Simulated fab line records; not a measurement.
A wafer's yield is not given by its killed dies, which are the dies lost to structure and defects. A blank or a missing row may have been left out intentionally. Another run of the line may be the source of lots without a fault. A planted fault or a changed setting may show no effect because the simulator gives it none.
A struck lot beside a sound one / flow nand harc / 27 steps out of a route of 1302
Sound: wafers L113.1, L113.3, L113.5. Wafers struck: L129.1, L129.4, L129.6. At the end, the cause is stated.
Each step with rows lists, per side, the tool, then ch with its chambers, then its first start. Under that, the readings that differ: sound wafers / struck wafers / difference of the means / sigmas: that difference in standard deviations of wafers without a fault.
alike: words and numbers the same on both sides, and readings whose means are apart by under 2 such deviations; not compared: readings that were withheld, readings missing a value for some wafer, numbers with overlapping values and no deviation given by the record, and bounds like >300 which may hide the same value.
Wherever a step has rows on one side only, a row that says differs or no value, or a row with sigmas, the two part there. Non-overlapping numbers with no deviation appear without sigmas and do not part them. Lack of a reading on every wafer of one side parts them only where that side has two or more wafers.

first, 1 step without rows for these wafers: NHARC_A_CHANNEL_HOLE_D2_DESCUM_15 (chemistry O2, time 3 s).
NHARC_A_CHANNEL_HOLE_D2_ETCH_38: etches the open film in CF4, target depth 39 nm, time 65 s.
  sound on rie diel-01 ch 1,2,3, day 13 21:42; struck on rie diel-01 ch 0,1,2, day 20 08:08
  alike: drypump motor current A, mfc ar sccm, oes product au, rf fwd power W, rf vpp V, showerhead plenum p Torr, throttle valve pct
  not compared: rf hours counter h
then, 1 step without rows for these wafers: NHARC_A_CHANNEL_HOLE_D2_ETCH_39 (etches the open film in N2/H2, target depth 260 nm, time 325 s).
NHARC_A_CHANNEL_HOLE_D2_ETCH_34: etches the open film in CF4/CHF3, target depth 154 nm, time 77 s.
  sound: rie diel-01 ch 0,2; struck: rie diel-01 ch 0,3
reading=oes product au (a.u.); sound=0.940 0.964 0.977; struck=0.920 0.928 0.917; difference=-0.039; sigmas=-2
  alike: drypump motor current A, mfc ar sccm, rf fwd power W, rf vpp V, showerhead plenum p Torr, throttle valve pct
  not compared: rf hours counter h
then, 1 step without rows for these wafers: NHARC_A_CHANNEL_HOLE_D2_ETCH_16 (etches the open film in O2/COS, target depth 3100 nm, time 806 s).
NHARC_A_CHANNEL_HOLE_D2_CD_MEAS_18:
  sound: cd sem-02 at day 13 22:43; struck: cd sem-02 at day 20 09:09
  alike: cd nm
then, 2 steps without rows for these wafers: NHARC_A_CHANNEL_HOLE_D2_ETCH_19 (etches the open film in C4F8/O2/Ar, time 34.5 s); NHARC_A_CHANNEL_HOLE_D2_ETCH_20 (etches the open film in C4F8/O2/Ar, time 361.9 s, target depth 1600 nm).
NHARC_A_CHANNEL_HOLE_D2_ETCH_21: etches the open film in C4F8/O2/Ar, time 514.3 s, target depth 1600 nm.
  sound on har etch-02 ch 0,1, day 13 23:17; struck on har etch-02 ch 0,1, day 20 10:08
  alike: drypump motor current A, mfc ar sccm, showerhead plenum p Torr, throttle valve pct
  not compared: rf hours counter h
then, 3 steps without rows for these wafers: NHARC_A_CHANNEL_HOLE_D2_ETCH_22 (etches the open film in C4F8/O2/Ar, time 666.7 s, target depth 1600 nm); NHARC_A_CHANNEL_HOLE_D2_ETCH_23 (etches the open film in C4F8/O2/Ar, time 819 s, target depth 1600 nm); NHARC_A_CHANNEL_HOLE_D2_ETCH_24 (etches the open film in C4F8/O2/Ar, time 906.2 s, target depth 1500 nm).
NHARC_A_CHANNEL_HOLE_D2_ETCH_25: etches the open film in C4F8/O2/Ar, time 1040.2 s, target depth 1500 nm.
  sound on har etch-02 ch 0,1, day 14 01:50; struck on har etch-02 ch 0,1, day 20 12:41
  alike: drypump motor current A, mfc ar sccm, showerhead plenum p Torr, throttle valve pct
  not compared: rf hours counter h
then, 1 step without rows for these wafers: NHARC_A_CHANNEL_HOLE_D2_ETCH_26 (etches the open film in C4F8/O2/Ar, time 224.1 s, target depth 300 nm).
NHARC_A_CHANNEL_HOLE_D2_ETCH_27: etches the open film in C4F8/O2/Ar, time 90 s, target depth 400 nm.
  sound on har etch-02 ch 0,1, day 14 02:48; struck on har etch-02 ch 0,1, day 20 13:38
  alike: drypump motor current A, mfc ar sccm, rf fwd power W, showerhead plenum p Torr, throttle valve pct
  not compared: rf hours counter h
then, 4 steps without rows for these wafers: NHARC_A_CHANNEL_HOLE_D2_STRIP_41 (strips in N2/H2); NHARC_A_CHANNEL_HOLE_D2_STRIP_42 (strips in CF4/CHF3); NHARC_A_CHANNEL_HOLE_D2_STRIP_43 (strips in O2/COS); NHARC_A_CHANNEL_HOLE_D2_ETCH_44 (etches the open film in CF4/O2, target depth 140 nm, overetch 14 nm, time 77 s).
NHARC_A_CHANNEL_HOLE_D2_STRIP_28: strips in O2.
  sound: rie diel-01 ch 2,3; struck: rie diel-01 ch 0,1,3
  alike: drypump motor current A, mfc ar sccm, oes product au, rf vpp V, showerhead plenum p Torr, throttle valve pct
  not compared: rf hours counter h
then, 2 steps without rows for these wafers: NHARC_A_CHANNEL_HOLE_D2_PRECLEAN_29 (cleans in SC1); NHARC_A_CHANNEL_HOLE_D2_SRD_30.
NHARC_A_CHANNEL_HOLE_D2_CD_MEAS_31:
  sound: cd sem-03 at day 14 04:19; struck: cd sem-02 at day 20 15:10
  alike: cd nm
next, for these wafers, 1 step has no rows: NHARC_A_CHANNEL_HOLE_D2_XSEM_32.
NHARC_A_CHANNEL_HOLE_D2_INSPECT_40:
  sound: defect inspect-01 at day 14 04:30; struck: defect inspect-01 at day 20 15:21
reading=raw defect count; sound=258 367 277; struck=1120 980 1044; difference=+747; sigmas=+7
then, 1 step without rows for these wafers: NHARC_A_CHANNEL_FILL_D2_PRECLEAN_00 (cleans in SC1).
-- record jumps: 11 days between struck wafers' starts before vs after; left off in module A_CHANNEL_FILL_D2, resumes in module END, first step shown is number 1302 of the route --
NHARC_END_SORT_01:
  only the struck wafers appear in the record here, on prober-02 ch 0 at day 32 00:17; the sound ones have no rows

WHERE THEY PART
At NHARC_A_CHANNEL_HOLE_D2_ETCH_34 first; at NHARC_END_SORT_01 last (within this record only).

WHY: whatever the simulator had introduced
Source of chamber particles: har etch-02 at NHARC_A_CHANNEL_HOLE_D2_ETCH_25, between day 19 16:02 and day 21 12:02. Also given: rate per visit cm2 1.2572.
